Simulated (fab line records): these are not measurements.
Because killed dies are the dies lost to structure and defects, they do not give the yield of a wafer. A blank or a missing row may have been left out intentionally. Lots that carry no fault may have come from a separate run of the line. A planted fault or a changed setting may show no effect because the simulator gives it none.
Which tool did it?	flow nandHarc	24 lots, 72 wafers sampled, at 2 steps of a route of 1159

== WHAT EACH GAUGE READ, for each wafer ==
NHARC_A_CONTACT_CD_MEAS_08: the cd target is 100 nm.
lot	measured	on	cdNm (nm)
L075	day 16 22:35	cdSem-02	100.3 99.9 99.9
L076	day 16 23:07	cdSem-03	99.5 99.4 100.5
L074	day 17 08:34	cdSem-01	100.2 99.3 100.1
L079	day 18 02:01	cdSem-02	100.5 99.7 100.3
L080	day 18 05:23	cdSem-02	99.9 99.9 100.0
L077	day 18 13:57	cdSem-02	99.9 100.3 100.9
L078	day 18 19:38	cdSem-03	100.2 100.7 100.9
L081	day 18 22:05	cdSem-01	99.9 99.7 99.3
L083	day 19 10:56	cdSem-03	99.5 99.4 99.5
L082	day 19 11:15	cdSem-02	100.7 100.0 100.5
L084	day 19 15:27	cdSem-02	99.9 99.6 99.2
L085	day 19 23:14	cdSem-01	101.0 100.4 100.6
L088	day 19 23:35	cdSem-03	100.7 99.7 99.7
L086	day 20 11:22	cdSem-03	99.1 99.1 99.9
L090	day 20 22:02	cdSem-02	100.0 99.6 99.7
L087	day 21 00:20	cdSem-02	100.8 101.3 100.5
L089	day 21 03:21	cdSem-03	100.3 101.0 100.4
L091	day 21 07:03	cdSem-03	100.1 100.1 100.4
L093	day 21 19:34	cdSem-01	100.8 100.7 100.4
L094	day 21 22:43	cdSem-01	100.0 99.8 100.0
L092	day 21 23:43	cdSem-03	99.6 99.6 99.1
L095	day 22 04:31	cdSem-03	99.8 99.9 99.8
L096	day 22 13:34	cdSem-03	99.3 99.7 99.4
L097	day 23 03:49	cdSem-03	100.2 99.7 100.7

== EACH LOT AND THE TOOL THAT RAN IT (in order: tool; ch and the chambers of the sampled wafers; start) ==
lot	NHARC_A_CONTACT_ETCH_131
L075	harCapEtch-02 ch 0,1, day 16 18:41
L076	harCapEtch-01 ch 0,1, day 16 19:16
L074	harCapEtch-02 ch 0,1, day 17 04:14
L079	harCapEtch-02 ch 0,1, day 17 20:17
L080	harCapEtch-01 ch 0,1, day 18 01:07
L077	harCapEtch-01 ch 0,1, day 18 05:59
L078	harCapEtch-01 ch 0,1, day 18 15:29
L081	harCapEtch-02 ch 0,1, day 18 17:11
L083	harCapEtch-02 ch 1, day 19 05:29
L082	harCapEtch-01 ch 0,1, day 19 06:14
L084	harCapEtch-02 ch 0, day 19 11:01
L085	harCapEtch-02 ch 0,1, day 19 19:08
L088	harCapEtch-01 ch 0,1, day 19 19:26
L086	harCapEtch-03 ch 0,1, day 20 06:52
L090	harCapEtch-03 ch 0,1, day 20 16:47
L087	harCapEtch-02 ch 0,1, day 20 17:39
L089	harCapEtch-01 ch 0,1, day 20 19:13
L091	harCapEtch-03 ch 0,1, day 20 23:32
L093	harCapEtch-01 ch 0,1, day 21 15:25
L094	harCapEtch-03 ch 0,1, day 21 17:22
L092	harCapEtch-01 ch 0,1, day 21 18:43
L095	harCapEtch-03 ch 0,1, day 22 00:40
L096	harCapEtch-01 ch 0,1, day 22 09:26
L097	harCapEtch-01 ch 0,1, day 22 23:31
- NHARC_A_CONTACT_ETCH_131: etches the open film in C4F8/O2/Ar, time 155 s, target depth 956 nm.

== WHAT THE TOOLS THEMSELVES READ (means of the sampled wafers that have a number; where no wafer has one, the mark that the record gives instead) ==
NHARC_A_CONTACT_ETCH_131.
lot	tool	chamberPressureMTorr (mTorr)
L075	harCapEtch-02	20.009
L076	harCapEtch-01	19.998
L074	harCapEtch-02	20.024
L079	harCapEtch-02	20.003
L080	harCapEtch-01	20.005
L077	harCapEtch-01	19.993
L078	harCapEtch-01	19.996
L081	harCapEtch-02	20.003
L083	harCapEtch-02	20.000
L082	harCapEtch-01	19.989
L084	harCapEtch-02	19.997
L085	harCapEtch-02	19.997
L088	harCapEtch-01	19.998
L086	harCapEtch-03	19.988
L090	harCapEtch-03	20.026
L087	harCapEtch-02	19.999
L089	harCapEtch-01	19.990
L091	harCapEtch-03	19.997
L093	harCapEtch-01	19.988
L094	harCapEtch-03	19.992
L092	harCapEtch-01	19.998
L095	harCapEtch-03	20.002
L096	harCapEtch-01	20.018
L097	harCapEtch-01	19.984

== THE ANSWER, worked out from the rows above alone ==
Rule: usual is defined by the lots themselves. The widest of any qualifying gaps counts: lots, ordered by their means at a reading, are off when they make up no more than a third of the lots, leave a main group of 4 or more, and stand apart from it by 3 or more times the standard deviation of that group's means. Not used: any main group whose means are identical at the precision the tables above print for the reading. Also off: a lot with no number at a reading for which 4 or more lots have one. Any other lot the step has rows for is counted as sound. First the gauges in route order, then the tools' own readings, where a lot's mean is used as printed above. The first step at which some lot is off is used, and at that step the reading that is off furthest; a lot without a number counts as furthest.
Across all readings shown, no lot is off: no conclusion can be drawn from this.

== WHAT THE SIMULATOR HAD PUT IN ==
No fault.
